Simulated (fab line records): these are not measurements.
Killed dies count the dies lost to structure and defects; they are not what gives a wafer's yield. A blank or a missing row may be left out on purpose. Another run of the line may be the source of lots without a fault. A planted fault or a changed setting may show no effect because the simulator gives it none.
One fault seen from 2 desks    flow n5Finfet    numbers are kept per desk, each desk with only its own; the story behind them comes last

== AT THE METROLOGY DESK ==
Means of the sampled wafers that have a number, per lot and without regard to the tool the lot ran on: this is what the gauges read. Marked OUT: a lot whose mean sits more than 4 standard deviations from the usual mean, which makes it out of limits; the brackets give that distance.
Columns: A = TV_OVL at N5_PASSIVATION_OVL_MEAS_60, usual 0 nm
lot   first seen here  A
L833  day 14 05:25     -6
L834  day 14 05:35     3
L836  day 14 19:11     1
L835  day 15 00:22     -4
L841  day 15 14:49     6
L840  day 15 19:49     5
L847  day 16 13:59     0
L845  day 16 15:50     4
L846  day 17 06:35     5
L848  day 17 19:25     8
L851  day 17 22:23     3
L854  day 19 03:06     -13
This desk found nothing out of limits on any of the 12 lots.

== AT THE TOOL OWNER'S DESK: pvdSputter-02 ==
The tool's own readings at N5_BEOL_M10_SPUTTER_48 (material Cu, target thk 12 nm, time 2 s): means of the sampled wafers that have a number, for each lot that ran on this tool. Marked OUT: a lot whose mean sits more than 4 standard deviations from the usual mean, which makes it out of limits; the brackets give that distance.
Columns: A = throttleValvePct at N5_BEOL_M10_SPUTTER_48, usual 30.7 %
lot   first seen here  A
L834  day 12 04:47     30.4
L833  day 12 04:55     30.7
L836  day 12 21:19     30.4
L841  day 13 22:01     30.0
L840  day 14 04:20     29.8
This desk found nothing out of limits on any of the 5 lots.

== TAKEN TOGETHER ==
From the metrology desk's view, nothing was out of limits.
The tool owner's desk saw nothing out of limits.

== WHAT THE SIMULATOR HAD INSERTED ==
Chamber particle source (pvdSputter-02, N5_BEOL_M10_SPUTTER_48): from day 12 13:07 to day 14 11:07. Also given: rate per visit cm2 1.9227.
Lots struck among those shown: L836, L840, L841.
